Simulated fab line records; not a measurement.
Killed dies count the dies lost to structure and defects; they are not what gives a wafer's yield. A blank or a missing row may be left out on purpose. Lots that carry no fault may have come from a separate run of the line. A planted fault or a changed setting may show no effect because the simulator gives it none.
fab line records	flow n5_finfet
record lots=11	wafers=33	last_day=19
route steps=1938 shown BEOL_M7@1327 BEOL_M8@1336 PASSIVATION@1936
lots with no fault: from the same line, run without faults
start_h: hours from the record's first day to the start of the lot's first wafer shown	wait_h: hours from the lot's prior step to this one	" as in the row above	L1.1+2: one row covering several wafers at once	- either no value or no given start	* or withheld: withheld	< > ~ a bound
route shown NAME@n: NAME is a module with steps in the file, n the number in the route of the first one	usual: average and standard deviation across the fault-free wafers	same: alike in all rows	chamber/n: place in a boat	sites: each site's reading	_std_site: the values' standard deviation	_edge_site: outer sites' mean less inner sites'	radius_mm: how far each site lies from the wafer's centre	mask NAME#n: copy n	behind: tool/chamber where the wafer was last shaped	hold: what put the lot on hold/how long, in hours/how the hold closed	device: whichever transistor did not switch (one of n, p or np)	end of line: at the end of the route, the tests of the same wafers	a step with no rows: only its recipe	killed: dies lost to structure and defects at the first sort, not the wafer's yield	map: shows each die of a wafer: x if killed, . if not, _ if none is there
set.NAME: setting as actually run; set.NAME@STEP: the setting as run at that earlier step	model.NAME: the simulator's own value behind a step, which no gauge read
route steps across a sampled set of lots; one table per step, one row per wafer
services: the hour from which a tool's chamber was out of use, counted from the record's first day as start_h (under 0 if before that day), plus the number of hours and why
## steps
# step N5_BEOL_M7_THK_MEAS_53
# recipe thk_meas_gauge=xrf	reads=Cu_of_BEOL_M7_ECD_50
# usual M7_THK=79.7/1.9
lot.wafer	tool	chamber	start_h	wait_h	M7_THK[nm]
L829.2	film_metro-01	-	232.68	-	78.7
L829.5	"	-	"	"	79.3
L829.6	"	-	"	"	77.1
L831.2	film_metro-01	-	251.36	-	79.5
L831.4	"	-	"	"	80.5
L831.6	"	-	"	"	78.4
L834.1	film_metro-02	-	254.49	-	80.2
L834.4	"	-	"	"	80.0
L834.5	"	-	"	"	83.0
L838.2	film_metro-02	-	280.30	-	82.4
L838.3	"	-	"	"	83.6
L838.4	"	-	"	"	79.2
L839.1	film_metro-01	-	294.35	-	77.3
L839.4	"	-	"	"	78.1
L839.5	"	-	"	"	78.7
L842.4	film_metro-01	-	304.82	-	82.3
L842.5	"	-	"	"	79.1
L842.6	"	-	"	"	80.5
L848.3	film_metro-01	-	326.05	-	81.7
L848.4	"	-	"	"	79.7
L848.6	"	-	"	"	81.7
L849.1	film_metro-01	-	361.74	-	84.3
L849.2	"	-	"	"	77.6
L849.5	"	-	"	"	82.0
L851.2	film_metro-01	-	363.28	-	78.5
L851.3	"	-	"	"	75.8
L851.6	"	-	"	"	81.9
L850.1	film_metro-02	-	364.58	-	82.9
L850.4	"	-	"	"	78.6
L850.5	"	-	"	"	83.4
L852.3	film_metro-01	-	367.63	-	82.5
L852.4	"	-	"	"	80.5
L852.5	"	-	"	"	81.7
# step N5_BEOL_M8_HM_DEP_02
# recipe material=TiN	target_thk_a=200	temp_c=25	chamber_pressure_pa=0.49996
# usual throttle_valve_pct=30.3/0.88
lot.wafer	tool	chamber	start_h	wait_h	throttle_valve_pct
L829.2	pvd_sputter-03	-	235.70	2.2	30.0
L829.5	"	-	"	"	30.0
L829.6	"	-	"	"	31.8
L831.2	pvd_sputter-02	-	253.08	0.9	29.5
L831.4	"	-	"	"	30.5
L831.6	"	-	"	"	29.6
L834.1	pvd_sputter-03	-	256.54	1.2	31.5
L834.4	"	-	"	"	29.7
L834.5	"	-	"	"	31.5
L838.2	pvd_sputter-01	-	282.80	1.6	30.5
L838.3	"	-	"	"	28.2
L838.4	"	-	"	"	29.8
L839.1	pvd_sputter-03	-	296.12	0.9	31.6
L839.4	"	-	"	"	30.1
L839.5	"	-	"	"	31.6
L842.4	pvd_sputter-03	-	306.14	0.5	30.0
L842.5	"	-	"	"	29.8
L842.6	"	-	"	"	31.2
L848.3	pvd_sputter-01	-	330.58	3.7	30.2
L848.4	"	-	"	"	30.6
L848.6	"	-	"	"	30.6
L849.1	pvd_sputter-02	-	363.66	1.1	29.9
L849.2	"	-	"	"	29.6
L849.5	"	-	"	"	29.8
L851.2	pvd_sputter-01	-	364.54	0.4	30.3
L851.3	"	-	"	"	28.3
L851.6	"	-	"	"	30.5
L850.1	pvd_sputter-01	-	366.16	0.5	30.0
L850.4	"	-	"	"	27.9
L850.5	"	-	"	"	30.3
L852.3	pvd_sputter-02	-	369.59	1.1	29.6
L852.4	"	-	"	"	31.7
L852.5	"	-	"	"	29.7
# step N5_BEOL_M8_CD_MEAS_11
# recipe target_cd_nm=38.5	landing_energy_ev=500	detector=se_inlens	polarity=opening
# usual cd_nm=38.5/0.59
lot.wafer	tool	chamber	start_h	wait_h	cd_nm
L829.2	cd_sem-02	0	236.20	-	39.0
L829.5	"	0	"	"	38.4
L829.6	"	0	"	"	38.1
L831.2	cd_sem-03	0	253.45	-	38.4
L831.4	"	0	"	"	39.0
L831.6	"	0	"	"	38.1
L834.1	cd_sem-03	0	256.92	-	39.3
L834.4	"	0	"	"	38.7
L834.5	"	0	"	"	39.2
L838.2	cd_sem-01	0	283.30	-	37.6
L838.3	"	0	"	"	38.2
L838.4	"	0	"	"	38.3
L839.1	cd_sem-03	0	296.49	-	38.5
L839.4	"	0	"	"	38.8
L839.5	"	0	"	"	38.3
L842.4	cd_sem-01	0	306.64	-	38.4
L842.5	"	0	"	"	38.0
L842.6	"	0	"	"	38.2
L848.3	cd_sem-01	0	331.15	-	39.5
L848.4	"	0	"	"	39.2
L848.6	"	0	"	"	38.2
L849.1	cd_sem-02	0	364.16	-	38.7
L849.2	"	0	"	"	38.0
L849.5	"	0	"	"	38.5
L851.2	cd_sem-02	0	364.92	-	38.9
L851.3	"	0	"	"	39.7
L851.6	"	0	"	"	39.0
L850.1	cd_sem-03	0	366.53	-	38.0
L850.4	"	0	"	"	38.9
L850.5	"	0	"	"	38.7
L852.3	cd_sem-02	0	369.98	-	38.0
L852.4	"	0	"	"	38.1
L852.5	"	0	"	"	38.3
# step N5_BEOL_M8_INSPECT_13
# recipe mode=adi	inspect_instrument=brightfield
# usual raw_defect_count=408/110
lot.wafer	tool	chamber	start_h	wait_h	raw_defect_count
L829.2	defect_inspect-02	-	236.25	0.0	530
L829.5	"	-	"	"	515
L829.6	"	-	"	"	664
L831.2	defect_inspect-01	-	253.50	0.0	283
L831.4	"	-	"	"	266
L831.6	"	-	"	"	250
L834.1	defect_inspect-02	-	256.97	0.0	324
L834.4	"	-	"	"	507
L834.5	"	-	"	"	450
L838.2	defect_inspect-02	-	283.35	0.0	390
L838.3	"	-	"	"	529
L838.4	"	-	"	"	361
L839.1	defect_inspect-01	-	296.54	0.0	871
L839.4	"	-	"	"	920
L839.5	"	-	"	"	856
L842.4	defect_inspect-01	-	306.69	0.0	1210
L842.5	"	-	"	"	934
L842.6	"	-	"	"	1220
L848.3	defect_inspect-02	-	331.20	0.0	481
L848.4	"	-	"	"	434
L848.6	"	-	"	"	463
L849.1	defect_inspect-01	-	364.22	0.0	668
L849.2	"	-	"	"	678
L849.5	"	-	"	"	490
L851.2	defect_inspect-01	-	364.97	0.0	399
L851.3	"	-	"	"	332
L851.6	"	-	"	"	314
L850.1	defect_inspect-02	-	366.59	0.0	587
L850.4	"	-	"	"	561
L850.5	"	-	"	"	477
L852.3	defect_inspect-02	-	370.03	0.0	420
L852.4	"	-	"	"	445
L852.5	"	-	"	"	517
# step N5_BEOL_M8_STRIP_19
# recipe chemistry=O2	power_w=400	temp_c=40	pressure_mtorr=30	rf_frequency_hz=6e+07	bias_power_w=0	overash_fraction=0.2	o2_flow_sccm=225
# usual drypump_motor_current_A=5.8/0.44	oes_product_au=0.80/0.11	rf_vpp_V=3.6/0.68	showerhead_plenum_p_Torr=2.13/0.082	throttle_valve_pct=16.69/0.29
# same bias_power_w=0
lot.wafer	tool	chamber	start_h	wait_h	drypump_motor_current_A	oes_product_au	rf_hours_counter_h	rf_vpp_V	showerhead_plenum_p_Torr	throttle_valve_pct
L829.2	rie_diel-04	3	236.76	0.2	5.7	0.67	232	2.9	2.16	17.14
L829.5	"	2	"	"	6.1	0.73	-	3.8	1.99	16.58
L829.6	"	1	"	"	5.3	0.71	-	3.2	2.18	17.21
L831.2	rie_diel-04	1	254.36	0.1	5.3	0.69	236	2.8	2.18	17.22
L831.4	"	3	"	"	5.7	0.68	239	3.5	2.16	17.15
L831.6	"	3	"	"	5.7	0.68	-	2.9	2.16	17.17
L834.1	rie_diel-05	1	257.53	0.1	6.5	1.00	1	2.7	2.22	16.44
L834.4	"	3	"	"	6.1	0.72	194	3.0	2.07	16.80
L834.5	"	0	"	"	5.6	0.68	-	3.3	2.08	17.17
L838.2	rie_diel-04	1	284.39	0.7	5.3	0.70	247	4.4	2.17	17.24
L838.3	"	0	"	"	5.6	0.76	121	3.3	2.02	16.39
L838.4	"	3	"	"	5.7	0.67	250	3.7	2.16	17.15
L839.1	rie_diel-02	1	297.09	0.1	5.8	0.68	244	3.0	2.15	16.99
L839.4	"	0	"	"	5.8	0.90	-	3.2	2.24	16.33
L839.5	"	1	"	"	5.8	0.68	-	3.8	2.15	16.98
L842.4	rie_diel-05	1	307.18	0.1	6.5	0.92	-	3.8	2.22	16.47
L842.5	"	3	"	"	6.1	0.71	-	3.0	2.06	16.79
L842.6	"	2	"	"	5.5	0.70	-	3.5	2.18	16.77
L848.3	rie_diel-02	3	332.58	0.2	4.9	0.95	-	3.0	2.04	16.26
L848.4	"	0	"	"	5.8	0.88	-	2.9	2.23	16.33
L848.6	"	3	"	"	4.9	0.95	-	6.1	2.04	16.25
L849.1	rie_diel-02	2	365.11	0.3	6.3	0.76	134	3.6	2.21	16.78
L849.2	"	1	"	"	5.8	0.96	5	5.4	2.15	16.50
L849.5	"	0	"	"	5.8	0.85	-	3.6	2.23	16.39
L851.2	rie_diel-04	0	365.72	0.1	5.6	0.75	150	3.1	2.01	16.45
L851.3	"	3	"	"	5.7	0.91	17	3.5	2.15	16.85
L851.6	"	3	"	"	5.7	0.91	-	4.2	2.15	16.83
L850.1	rie_diel-05	3	367.37	0.1	6.1	0.70	232	4.5	2.06	16.83
L850.4	"	2	"	"	5.5	0.96	9	3.1	2.17	16.30
L850.5	"	1	"	"	6.5	0.90	-	2.9	2.21	16.51
L852.3	rie_diel-02	1	370.73	0.2	5.8	0.96	8	3.1	2.15	16.52
L852.4	"	0	"	"	5.8	0.83	60	3.1	2.22	16.40
L852.5	"	0	"	"	5.8	0.85	-	3.3	2.22	16.40
# step N5_PASSIVATION_PROBE_49
# usual defect_limited_yield=91.6/1.4	killed_at_M0_to_M3=35/10	killed_at_M4_up=13/4.8	killed_at_contacts=12/7.2	killed_at_front_end=36/12	killed_at_other=4/3.1	killed_dies=100/17	killed_open=66/13	killed_short=32/7.3	sort_bin_5_function=5.0/0.94	sort_bin_6_memory=3.1/0.67	sort_bin_8_speed=0.01/0.047	sort_n_pass=1080/17	sort_yield_pct=91.6/1.4
# same gross_dies=1180	killed_at_back_side=0	sort_bin_4_leakage[%]=0
lot.wafer	tool	chamber	start_h	wait_h	defect_limited_yield[%]	killed_at_M0_to_M3	killed_at_M4_up	killed_at_contacts	killed_at_front_end	killed_at_other	killed_dies	killed_open	killed_short	sort_bin_5_function[%]	sort_bin_6_memory[%]	sort_bin_8_speed[%]	sort_n_pass	sort_yield_pct[%]
L829.2	prober-01	-	317.24	0.1	91.8	38	8	12	35	4	97	59	38	4.1	3.6	0	1083	91.8
L829.5	prober-01	-	317.39	0.2	91.0	41	14	16	35	0	106	76	30	5.5	3.5	0	1074	91.0
L829.6	prober-01	-	317.44	0.3	93.1	40	3	11	28	0	82	51	31	4.9	1.7	0.08	1097	93.0
L831.2	prober-01	-	347.66	0.1	92.7	40	7	12	25	2	86	55	30	4.6	2.4	0	1094	92.7
L831.4	prober-01	-	347.76	0.2	92.7	28	12	9	33	4	86	55	31	4.7	2.5	0	1094	92.7
L831.6	prober-01	-	347.86	0.3	90.3	46	14	4	49	2	115	79	35	5.8	3.8	0	1065	90.3
L834.1	prober-02	-	356.02	0.0	93.2	34	6	17	18	5	80	43	36	4.2	2.4	0	1100	93.2
L834.4	prober-02	-	356.17	0.2	90.9	38	14	24	24	7	107	64	43	5.2	3.2	0	1073	90.9
L834.5	prober-02	-	356.22	0.2	89.7	38	11	35	31	6	121	82	38	5.7	4.3	0	1059	89.7
L838.2	prober-02	-	375.75	0.1	94.4	28	10	10	17	1	66	48	18	2.8	2.7	0	1114	94.4
L838.3	prober-02	-	375.80	0.1	96.0	18	4	9	13	3	47	35	12	2.5	1.4	0	1133	96.0
L838.4	prober-02	-	375.85	0.2	93.3	32	11	15	21	0	79	58	21	3.6	2.7	0	1101	93.3
L842.4	prober-01	-	389.16	0.2	87.6	26	69	15	30	6	146	54	34	7.3	3.3	0	1034	87.6
L842.5	prober-01	-	389.21	0.2	80.8	44	146	7	23	6	226	65	31	13.3	3.9	0	954	80.8
L842.6	prober-01	-	389.26	0.3	86.5	30	81	7	36	5	159	62	31	8.6	3.3	0	1021	86.5
L839.1	prober-01	-	389.60	0.0	81.9	31	127	13	38	4	213	57	36	11.3	4.3	0	967	81.9
L839.4	prober-01	-	389.75	0.2	86.9	31	58	7	52	6	154	67	36	7.5	4.0	0	1026	86.9
L839.5	prober-01	-	389.80	0.2	82.4	28	148	10	21	1	208	57	28	11.7	4.2	0.08	971	82.3
L848.3	prober-01	-	418.66	0.1	92.1	41	16	5	29	2	93	65	28	4.7	3.0	0	1087	92.1
L848.4	prober-01	-	418.71	0.2	91.9	32	15	8	38	3	96	61	34	5.0	2.7	0	1084	91.9
L848.6	prober-01	-	418.81	0.3	92.9	28	14	6	34	2	84	56	28	3.7	3.1	0	1096	92.9
L849.1	prober-02	-	438.54	0.0	94.6	23	9	6	25	1	64	44	20	3.0	1.9	0	1116	94.6
L849.2	prober-02	-	438.59	0.1	93.5	35	10	11	19	2	77	49	28	3.4	2.6	0	1103	93.5
L849.5	prober-02	-	438.74	0.2	92.8	38	9	5	31	2	85	56	29	3.4	3.6	0	1095	92.8
L850.1	prober-02	-	443.70	0.0	91.6	27	12	11	46	3	99	66	33	5.8	2.5	0	1081	91.6
L850.4	prober-02	-	443.85	0.2	87.4	38	26	17	63	5	149	95	54	7.2	5.0	0	1031	87.4
L850.5	prober-02	-	443.90	0.2	89.7	46	18	8	46	4	122	84	35	6.5	3.6	0	1058	89.7
L851.2	prober-01	-	446.20	0.1	90.3	39	10	6	57	2	114	72	41	5.8	3.5	0	1066	90.3
L851.3	prober-01	-	446.25	0.1	91.8	36	9	3	36	13	97	67	30	5.3	2.8	0	1083	91.8
L851.6	prober-01	-	446.40	0.3	91.5	30	6	9	49	6	100	61	38	5.2	3.1	0	1080	91.5
L852.3	prober-02	-	448.85	0.1	92.1	22	17	19	32	3	93	62	30	4.5	3.1	0	1087	92.1
L852.4	prober-02	-	448.90	0.2	90.5	26	16	18	49	3	112	71	41	6.0	2.7	0	1068	90.5
L852.5	prober-02	-	448.95	0.2	90.0	50	16	21	23	8	118	83	35	5.8	3.7	0	1062	90.0
# killed by level:class
L829.2 FIN_SAQP:geometric_particle:short=11 BEOL_M0_SAQP:geometric_particle:open=10 FIN_SAQP:geometric_particle:open=9 MOL_CONTACT_COAG:geometric_particle:open=9 BEOL_M0_SAQP:geometric_particle:short=7 BEOL_M3:geometric_particle:open=7 DUMMY_GATE:geometric_particle:open=4 BEOL_M2:geometric_particle:open=4
L829.5 MOL_CONTACT_COAG:geometric_particle:open=14 FIN_SAQP:geometric_particle:open=13 BEOL_M2:geometric_particle:open=8 BEOL_M1:geometric_particle:open=6 BEOL_M3:geometric_particle:open=6 BEOL_M0_SAQP:geometric_particle:open=6 BEOL_M5:geometric_particle:open=6 STARTING-WAFER:geometric_particle:short=6
L829.6 MOL_CONTACT_COAG:geometric_particle:open=9 BEOL_M0_SAQP:geometric_particle:short=9 BEOL_M0_SAQP:geometric_particle:open=7 STI_FIN_REVEAL:geometric_particle:open=6 GATE_CUT:geometric_particle:open=6 BEOL_M3:geometric_particle:open=6 FIN_SAQP:geometric_particle:short=5 BEOL_M3:geometric_particle:short=5
L831.2 BEOL_M3:geometric_particle:open=12 BEOL_M2:geometric_particle:open=9 BEOL_M0_SAQP:geometric_particle:short=8 MOL_CONTACT_COAG:geometric_particle:open=7 GATE_CUT:geometric_particle:short=6 FIN_SAQP:geometric_particle:open=5 MOL_CONTACT_COAG:geometric_particle:short=5 BEOL_M0:geometric_particle:open=4
L831.4 STI_FIN_REVEAL:geometric_particle:open=13 BEOL_M2:geometric_particle:open=9 MOL_CONTACT_COAG:geometric_particle:open=7 BEOL_M0_SAQP:geometric_particle:open=6 FIN_SAQP:geometric_particle:short=3 BEOL_M0_SAQP:geometric_particle:short=3 BEOL_M4:geometric_particle:open=3 BEOL_M1:geometric_particle:short=3
L831.6 BEOL_M0_SAQP:geometric_particle:open=15 GATE_CUT:geometric_particle:short=11 BEOL_M5:geometric_particle:open=10 BEOL_M3:geometric_particle:open=9 BEOL_M0_SAQP:geometric_particle:short=8 STI_FIN_REVEAL:geometric_particle:open=7 BEOL_M2:geometric_particle:open=7 FIN_SAQP:geometric_particle:open=5
L834.1 MOL_CONTACT_COAG:geometric_particle:open=12 BEOL_M0_SAQP:geometric_particle:open=9 BEOL_M0_SAQP:geometric_particle:short=9 BEOL_M2:geometric_particle:open=6 MOL_CONTACT_COAG:geometric_particle:short=5 BEOL_M2:geometric_particle:short=5 STI_FIN_REVEAL:geometric_particle:open=4 MIM_TOP:geometric_particle:short=4
L834.4 MOL_CONTACT_COAG:geometric_particle:open=17 BEOL_M0_SAQP:geometric_particle:open=13 BEOL_M0_SAQP:geometric_particle:short=9 BEOL_M2:geometric_particle:open=9 MOL_CONTACT_COAG:geometric_particle:short=7 STARTING-WAFER:geometric_particle:short=6 FIN_SAQP:geometric_particle:open=5 BEOL_M5:geometric_particle:short=5
L834.5 MOL_CONTACT_COAG:geometric_particle:open=25 STI_FIN_REVEAL:geometric_particle:open=19 BEOL_M0_SAQP:geometric_particle:open=11 MOL_CONTACT_COAG:geometric_particle:short=10 BEOL_M0_SAQP:geometric_particle:short=9 BEOL_M2:geometric_particle:open=7 BEOL_M1:geometric_particle:open=4 BEOL_M5:geometric_particle:open=4
L838.2 MOL_CONTACT_COAG:geometric_particle:open=8 BEOL_M1:geometric_particle:open=8 BEOL_M3:geometric_particle:open=8 STI_FIN_REVEAL:geometric_particle:open=5 BEOL_M2:geometric_particle:open=4 ILD0:geometric_particle:short=3 BEOL_M0_SAQP:geometric_particle:short=3 BEOL_M4:geometric_particle:open=3
L838.3 MOL_CONTACT_COAG:geometric_particle:open=6 BEOL_M1:geometric_particle:open=6 BEOL_M0_SAQP:geometric_particle:open=4 BEOL_M2:geometric_particle:open=4 SPACER0:geometric_particle:open=3 MOL_CONTACT_COAG:geometric_particle:short=3 FIN_SAQP:geometric_particle:open=2 FIN_SAQP:geometric_particle:short=2
L838.4 MOL_CONTACT_COAG:geometric_particle:open=13 BEOL_M2:geometric_particle:open=8 BEOL_M0:geometric_particle:open=5 BEOL_M1:geometric_particle:open=5 FIN_SAQP:geometric_particle:short=4 DUMMY_GATE:geometric_particle:open=4 BEOL_M0_SAQP:geometric_particle:open=4 BEOL_M1:geometric_particle:short=4
L842.4 BEOL_M8:unspecified=58 MOL_CONTACT_COAG:geometric_particle:open=12 BEOL_M0_SAQP:geometric_particle:short=9 FIN_SAQP:geometric_particle:short=6 GATE_CUT:geometric_particle:open=6 BEOL_M1:geometric_particle:open=6 FIN_SAQP:geometric_particle:open=4 BEOL_M0_SAQP:geometric_particle:open=4
L842.5 BEOL_M8:unspecified=128 BEOL_M0_SAQP:geometric_particle:open=13 BEOL_M0_SAQP:geometric_particle:short=10 FIN_SAQP:geometric_particle:short=8 BEOL_M1:geometric_particle:open=8 MOL_CONTACT_COAG:geometric_particle:open=6 STI_FIN_REVEAL:geometric_particle:open=5 BEOL_M2:geometric_particle:open=5
L842.6 BEOL_M8:unspecified=66 FIN_SAQP:geometric_particle:open=9 BEOL_M0:geometric_particle:open=8 BEOL_M1:geometric_particle:open=7 MOL_CONTACT_COAG:geometric_particle:open=6 FIN_SAQP:geometric_particle:short=4 STI_FIN_REVEAL:geometric_particle:open=4 DUMMY_GATE:geometric_particle:open=4
L839.1 BEOL_M8:unspecified=120 MOL_CONTACT_COAG:geometric_particle:open=8 BEOL_M0_SAQP:geometric_particle:short=8 BEOL_M1:geometric_particle:open=8 FIN_SAQP:geometric_particle:open=7 FIN_SAQP:geometric_particle:short=7 STI_FIN_REVEAL:geometric_particle:open=7 BEOL_M0_SAQP:geometric_particle:open=6
L839.4 BEOL_M8:unspecified=51 STI_FIN_REVEAL:geometric_particle:open=16 DUMMY_GATE:geometric_particle:open=9 BEOL_M1:geometric_particle:open=9 MOL_CONTACT_COAG:geometric_particle:open=7 BEOL_M0_SAQP:geometric_particle:short=7 FIN_SAQP:geometric_particle:short=5 FIN_SAQP:geometric_particle:open=5
L839.5 BEOL_M8:unspecified=123 BEOL_M1:geometric_particle:open=9 BEOL_M4:geometric_particle:open=9 MOL_CONTACT_COAG:geometric_particle:open=7 DUMMY_GATE:geometric_particle:open=5 BEOL_M0_SAQP:geometric_particle:short=5 BEOL_M2:geometric_particle:open=5 FIN_SAQP:geometric_particle:open=4
L848.3 BEOL_M0_SAQP:geometric_particle:open=12 BEOL_M4:geometric_particle:open=9 GATE_CUT:geometric_particle:short=7 BEOL_M0_SAQP:geometric_particle:short=7 BEOL_M1:geometric_particle:open=7 BEOL_M2:geometric_particle:open=6 STI_FIN_REVEAL:geometric_particle:open=5 BEOL_M2:geometric_particle:short=5
L848.4 BEOL_M0_SAQP:geometric_particle:open=8 BEOL_M4:geometric_particle:open=8 FIN_SAQP:geometric_particle:open=7 FIN_SAQP:geometric_particle:short=6 GATE_CUT:geometric_particle:short=6 BEOL_M0_SAQP:geometric_particle:short=5 MOL_CONTACT_COAG:geometric_particle:open=5 BEOL_M2:geometric_particle:open=5
L848.6 STI_FIN_REVEAL:geometric_particle:open=12 BEOL_M1:geometric_particle:open=9 BEOL_M2:geometric_particle:open=7 BEOL_M4:geometric_particle:open=7 MOL_CONTACT_COAG:geometric_particle:open=5 STARTING-WAFER:geometric_particle:short=5 BEOL_M0_SAQP:geometric_particle:short=4 BEOL_M1:geometric_particle:short=4
L849.1 FIN_SAQP:geometric_particle:open=7 FIN_SAQP:geometric_particle:short=6 BEOL_M1:geometric_particle:open=6 MOL_CONTACT_COAG:geometric_particle:open=5 BEOL_M0_SAQP:geometric_particle:open=5 BEOL_M0_SAQP:geometric_particle:short=4 BEOL_M3:geometric_particle:open=3 BEOL_M7:geometric_particle:open=3
L849.2 BEOL_M0_SAQP:geometric_particle:open=11 MOL_CONTACT_COAG:geometric_particle:open=9 FIN_SAQP:geometric_particle:short=5 BEOL_M0_SAQP:geometric_particle:short=5 BEOL_M3:geometric_particle:open=5 BEOL_M2:geometric_particle:open=4 BEOL_M5:geometric_particle:open=4 FIN_SAQP:geometric_particle:open=3
L849.5 BEOL_M0_SAQP:geometric_particle:open=12 BEOL_M2:geometric_particle:open=8 FIN_SAQP:geometric_particle:short=8 BEOL_M0_SAQP:geometric_particle:short=7 FIN_SAQP:geometric_particle:open=4 DUMMY_GATE:geometric_particle:open=4 BEOL_M1:geometric_particle:open=4 BEOL_M5:geometric_particle:open=4
L850.1 FIN_SAQP:geometric_particle:short=14 MOL_CONTACT_COAG:geometric_particle:open=11 FIN_SAQP:geometric_particle:open=7 GATE_CUT:geometric_particle:short=7 STI_FIN_REVEAL:geometric_particle:open=6 BEOL_M0_SAQP:geometric_particle:open=6 BEOL_M1:geometric_particle:open=6 BEOL_M2:geometric_particle:open=6
L850.4 BEOL_M4:geometric_particle:open=16 MOL_CONTACT_COAG:geometric_particle:open=13 STI_FIN_REVEAL:geometric_particle:open=12 BEOL_M0_SAQP:geometric_particle:short=11 FIN_SAQP:geometric_particle:short=10 FIN_SAQP:geometric_particle:open=8 BEOL_M2:geometric_particle:open=7 STI_FIN_REVEAL:geometric_particle:short=6
L850.5 BEOL_M1:geometric_particle:open=17 BEOL_M4:geometric_particle:open=9 FIN_SAQP:geometric_particle:short=7 BEOL_M0_SAQP:geometric_particle:open=7 BEOL_M3:geometric_particle:open=7 BEOL_M1:geometric_particle:short=7 FIN_SAQP:geometric_particle:open=5 STI_FIN_REVEAL:geometric_particle:open=5
L851.2 STI_FIN_REVEAL:geometric_particle:open=18 FIN_SAQP:geometric_particle:short=15 BEOL_M2:geometric_particle:open=8 FIN_SAQP:geometric_particle:open=6 BEOL_M1:geometric_particle:open=6 BEOL_M3:geometric_particle:open=6 MOL_CONTACT_COAG:geometric_particle:open=4 BEOL_M0_SAQP:geometric_particle:open=4
L851.3 FIN_SAQP:geometric_particle:open=11 BEOL_M3:geometric_particle:open=10 FIN_SAQP:geometric_particle:short=9 BEOL_M2:geometric_particle:open=9 DUMMY_GATE:geometric_particle:open=5 BEOL_M0_SAQP:geometric_particle:short=5 BEOL_M1:geometric_particle:open=5 PAD_METAL:geometric_particle:open=5
L851.6 BEOL_M1:geometric_particle:open=14 FIN_SAQP:geometric_particle:open=11 STI_FIN_REVEAL:geometric_particle:open=11 FIN_SAQP:geometric_particle:short=10 MOL_CONTACT_COAG:geometric_particle:open=6 GATE_CUT:geometric_particle:short=4 BEOL_M0_SAQP:geometric_particle:short=4 BEOL_M0:geometric_particle:open=4
L852.3 MOL_CONTACT_COAG:geometric_particle:open=13 FIN_SAQP:geometric_particle:open=7 GATE_CUT:geometric_particle:open=6 MOL_CONTACT_COAG:geometric_particle:short=6 BEOL_M2:geometric_particle:open=5 BEOL_M0_SAQP:geometric_particle:short=5 STARTING-WAFER:geometric_particle:open=5 BEOL_M0:geometric_particle:open=4
L852.4 MOL_CONTACT_COAG:geometric_particle:open=15 FIN_SAQP:geometric_particle:short=11 BEOL_M1:geometric_particle:open=9 GATE_CUT:geometric_particle:short=8 BEOL_M4:geometric_particle:open=8 FIN_SAQP:geometric_particle:open=7 GATE_CUT:geometric_particle:open=6 BEOL_M0_SAQP:geometric_particle:short=6
L852.5 MOL_CONTACT_COAG:geometric_particle:open=18 BEOL_M0_SAQP:geometric_particle:short=12 BEOL_M0_SAQP:geometric_particle:open=11 BEOL_M0:geometric_particle:open=10 BEOL_M3:geometric_particle:open=6 FIN_SAQP:geometric_particle:open=5 STI_FIN_REVEAL:geometric_particle:open=5 MIM_TOP:geometric_particle:open=5
## services
tool	chamber	start_h	hours	kind
rie_diel-02	1	236.01	1.8	repair
rie_diel-04	-	241.54	0.5	repair
rie_diel-02	-	268.92	2.8	pm
pvd_sputter-01	-	272.01	0.5	repair
rie_diel-02	3	279.76	-	clean
rie_diel-02	3	279.76	-	consumable_replace:focus_ring
rie_diel-02	3	279.76	24.2	scheduled_down
rie_diel-02	3	279.76	24.2	vent_cycle
rie_diel-04	3	284.47	-	clean
rie_diel-04	3	284.47	-	consumable_replace:focus_ring
rie_diel-04	3	284.47	19.3	scheduled_down
rie_diel-04	3	284.47	19.3	vent_cycle
rie_diel-05	2	293.30	10.5	repair
rie_diel-05	-	300.33	0.8	repair
rie_diel-04	1	303.82	-	clean
rie_diel-04	1	303.82	-	consumable_replace:focus_ring
rie_diel-04	1	303.82	10.0	scheduled_down
rie_diel-04	1	303.82	10.0	vent_cycle
rie_diel-02	0	304.01	13.7	repair
rie_diel-04	-	328.22	20.3	repair
rie_diel-02	2	329.23	17.8	repair
rie_diel-05	-	333.67	14.6	pm
rie_diel-05	0	359.71	4.8	repair
rie_diel-04	3	360.47	4.1	repair
## key
first_sign step=N5_BEOL_M8_INSPECT_13	reading=raw_defect_count	direction=up	sigmas=5.5	usual=408	struck=1002
effect step=N5_PASSIVATION_PROBE_49	reading=killed_at_M4_up	direction=up	sigmas=19	usual=13	struck=105
more_kills_born_at N5_BEOL_M8_HM_DEP_02@pvd_sputter-03=546
met_at N5_BEOL_M8_HM_DEP_02
struck_lots L839,L842
not_acting_at N5_BEOL_M7_THK_MEAS_53,N5_BEOL_M8_CD_MEAS_11,N5_BEOL_M8_STRIP_19
onset_between 256.54 296.12
fault kind=chamber_particle_source	tool=pvd_sputter-03	chamber=-	onset_h=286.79	steps=N5_BEOL_M8_HM_DEP_02	rate_per_visit_cm2=0.86738	end_h=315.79
